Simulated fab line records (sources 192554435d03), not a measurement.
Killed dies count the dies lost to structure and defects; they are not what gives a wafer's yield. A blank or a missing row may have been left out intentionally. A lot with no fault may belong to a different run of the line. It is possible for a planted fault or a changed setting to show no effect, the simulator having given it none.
A struck lot beside a sound one    flow n5-finfet    15 steps out of a route of 1938
Sound: these wafers, L398.4, L398.5, L398.6. Struck: wafer L394.6 (L394.4, L394.5, from the same lot, were not struck and are left out); the cause is given at the end.
Per side, at each step with rows, come the tool, then ch with its chambers, and then its first start. Under that, the readings that differ: sound wafers    struck wafers    difference of the means    sigmas: that difference in standard deviations of wafers without a fault.
alike: a reading whose means differ by less than 2 such deviations, as well as words and numbers matching on both sides. not compared: withheld readings; readings where some wafer has no value; bounds like >300 that might hide an equal value; numbers whose values overlap and for which the record gives no deviation.
The two part at a step that has a row with sigmas, a row that says differs or no value, or rows on one side only. Numbers that don't overlap but have no deviation are shown without sigmas and don't part them. Lack of a reading on every wafer of one side parts them only where that side has two or more wafers.

first, 4 steps without rows for these wafers: N5_BEOL_M3_SOFTBAKE_23 (time 60 s); N5_BEOL_M3_EXPOSE_25 (exposes mask V2, defocus 5 nm); N5_BEOL_M3_PEB_26 (peb time 60 s); N5_BEOL_M3_DEVELOP_27 (develop time 30 s).
N5_BEOL_M3_CD_MEAS_28: target cd 25.7 nm, target cd y 23.3 nm.
  sound on cd-sem-02 ch 0, day 11 03:38; struck on cd-sem-02 ch 0, day 10 22:19
  alike: cd-nm
N5_BEOL_M3_OVL_MEAS_29:
  sound on overlay-02 ch 0, day 11 03:41; struck on overlay-01 ch 0, day 10 22:21
  alike: V2_OVL
N5_BEOL_M3_INSPECT_30: inspects for defects (brightfield).
  sound on defect-inspect-01 at day 11 03:44; struck on defect-inspect-01 at day 10 22:23
  alike: raw-defect-count
N5_BEOL_M3_DESCUM_33: chemistry O2, time 7 s.
  sound on rie-diel-02 ch 0,2,3, day 11 03:46; struck on rie-diel-03 ch 1, day 10 22:26
reading                      sound        struck  difference  sigmas
drypump-motor-current-A (A)  5.0 4.9 6.1  6.6     +1.3        +2
  alike: oes-product-au, rf-vpp-V, showerhead-plenum-p-Torr, throttle-valve-pct
  not compared: rf-hours-counter-h
N5_BEOL_M3_ETCH_77: etches underlayer in N2/H2, target depth 6.5 nm, time 5.2 s.
  sound on rie-diel-02 ch 0,2,3, day 11 03:48; struck on rie-diel-03 ch 1, day 10 22:28
reading                      sound        struck  difference  sigmas
drypump-motor-current-A (A)  5.1 4.9 6.1  6.6     +1.2        +2
  alike: etch-rf-on-time-s, h2-flow-sccm, oes-product-au, rf-vpp-V, showerhead-plenum-p-Torr, throttle-valve-pct
  not compared: rf-hours-counter-h
N5_BEOL_M3_ETCH_69: etches SiARC in CF4, target depth 15.6 nm, time 26 s.
  sound on rie-diel-02 ch 0,2,3, day 11 03:49; struck on rie-diel-03 ch 1, day 10 22:29
reading                      sound              struck  difference  sigmas
drypump-motor-current-A (A)  5.1 4.9 6.1        6.6     +1.2        +2
rf-vpp-V (V)                 182.5 184.2 183.4  186.2   +2.8        +3
  alike: etch-rf-on-time-s, mfc-ar-sccm, oes-product-au, showerhead-plenum-p-Torr, throttle-valve-pct
  not compared: rf-hours-counter-h
N5_BEOL_M3_ALD_98: deposits SiO2, target thk 2.5 nm, pulse time 1 s, co reactant pulse time 1 s.
  sound on ald-sin-03 ch 0,2,3, day 11 03:59; struck on ald-sin-03 ch 2, day 10 22:34
  alike: heater-power-outer-w, heater-power-w, precursor-pulse-height-rel, susceptor-temp-C
N5_BEOL_M3_ETCHBACK_99: etches SiO2 in CHF3, target depth 5 nm, time 10.4 s.
  sound on rie-diel-01 ch 0,1, day 11 05:06; struck on rie-diel-03 ch 1, day 10 22:55
  alike: drypump-motor-current-A, mfc-ar-sccm, oes-product-au, rf-vpp-V, showerhead-plenum-p-Torr, throttle-valve-pct
  not compared: rf-hours-counter-h
N5_BEOL_M3_ETCH_70: etches SOC in N2/H2, target depth 80 nm, overetch 16 nm, time 120 s.
  sound on rie-diel-01 ch 0,1, day 11 05:08; struck on rie-diel-03 ch 1, day 10 22:56
reading                                     sound        struck  difference  sigmas
model.SiARC_of_BEOL_M3_COAT_68.thk-nm (nm)  6.2 6.2 6.2  7.6     +1.4        
  alike: drypump-motor-current-A, h2-flow-sccm, oes-product-au, rf-vpp-V, showerhead-plenum-p-Torr, throttle-valve-pct
  not compared: rf-hours-counter-h
then, 1 step without rows for these wafers: N5_BEOL_M3_STRIP_71 (strips in N2/H2).
N5_BEOL_M4_RC_MEAS_101:
  sound on prober-02 ch 0, day 12 02:07; struck on prober-01 ch 0, day 11 21:01
  alike: DIBL_N, DIBL_P, IOFF_N, IOFF_P, ION_N, ION_P, SS_N, SS_P, VT_N, VT_P

== WHERE THEY PART ==
Last at N5_BEOL_M3_ETCH_69 as far as this record goes, first at N5_BEOL_M3_DESCUM_33. Later steps at which nothing parts them and some readings are alike: N5_BEOL_M3_ALD_98, N5_BEOL_M3_ETCHBACK_99, N5_BEOL_M3_ETCH_70, N5_BEOL_M4_RC_MEAS_101.

WHY: whatever the simulator had introduced
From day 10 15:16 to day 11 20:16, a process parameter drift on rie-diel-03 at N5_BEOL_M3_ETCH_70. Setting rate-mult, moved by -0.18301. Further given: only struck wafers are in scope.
